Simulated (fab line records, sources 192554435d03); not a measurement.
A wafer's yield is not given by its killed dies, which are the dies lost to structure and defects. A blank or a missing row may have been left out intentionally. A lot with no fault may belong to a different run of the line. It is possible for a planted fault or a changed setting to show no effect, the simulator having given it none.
Chamber matching + flow n5-finfet + N5_PASSIVATION_PECVD_01 on pecvd-03: 3 sister chambers
The step deposits SiNx from SiH4/NH3/N2, target thk 200 nm, time 43.2 s. 5 wafers are shown with their chamber, then 9 later ones without.

== EACH WAFER AND ITS CHAMBER ==
| wafer  | chamber | showerhead-plenum-p-Torr (Torr) | throttle-valve-pct (%) |
|--------|---------|---------------------------------|------------------------|
| L084.3 | 0       | 8.77                            | 27.9                   |
| L086.3 | 1       | 8.73                            | 28.2                   |
| L086.5 | 1       | 8.72                            | 28.3                   |
| L090.3 | 2       | 8.84                            | 28.7                   |
| L090.5 | 2       | 8.83                            | 28.8                   |

== WAFERS WITH NO CHAMBER GIVEN ==
| wafer  | showerhead-plenum-p-Torr (Torr) | throttle-valve-pct (%) |
|--------|---------------------------------|------------------------|
| L094.1 | 8.84                            | 28.8                   |
| L094.5 | 8.72                            | 28.2                   |
| L094.6 | 8.82                            | 28.6                   |
| L097.3 | 8.82                            | 29.0                   |
| L097.5 | 8.74                            | 28.3                   |
| L097.6 | 8.81                            | 28.2                   |
| L096.2 | 8.72                            | 28.4                   |
| L096.4 | 8.79                            | 28.1                   |
| L096.6 | 8.82                            | 29.0                   |

== WHICH CHAMBER EACH ONE RAN IN ==
| wafer  | from the rows above     | in truth |
|--------|-------------------------|----------|
| L094.1 | 2                       | 2        |
| L094.5 | 1                       | 1        |
| L094.6 | 2                       | 2        |
| L097.3 | 2                       | 2        |
| L097.5 | 1                       | 1        |
| L097.6 | can't be placed: 0 or 2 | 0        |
| L096.2 | 1                       | 1        |
| L096.4 | 0                       | 0        |
| L096.6 | 2                       | 2        |
8 of 9 placed correctly. Can't be placed from these rows: 1 (the true chamber is among the candidates in 1). Number placed wrongly: 0.
How it was worked out, from the rows above alone: a wafer's distance from a chamber is the root of the sum, over the readings, of the square of ((its reading less the chamber's mean) divided by the reading's scatter). If the next closest chamber is less than 2 further off than the closest, the wafer can't be placed; otherwise it belongs to the closest. The mean given for a chamber averages the wafers shown for that chamber. The scatter: the root of (the sum of the squares of (reading less its chamber's mean) over the shown wafers, divided by (wafers less chambers)).
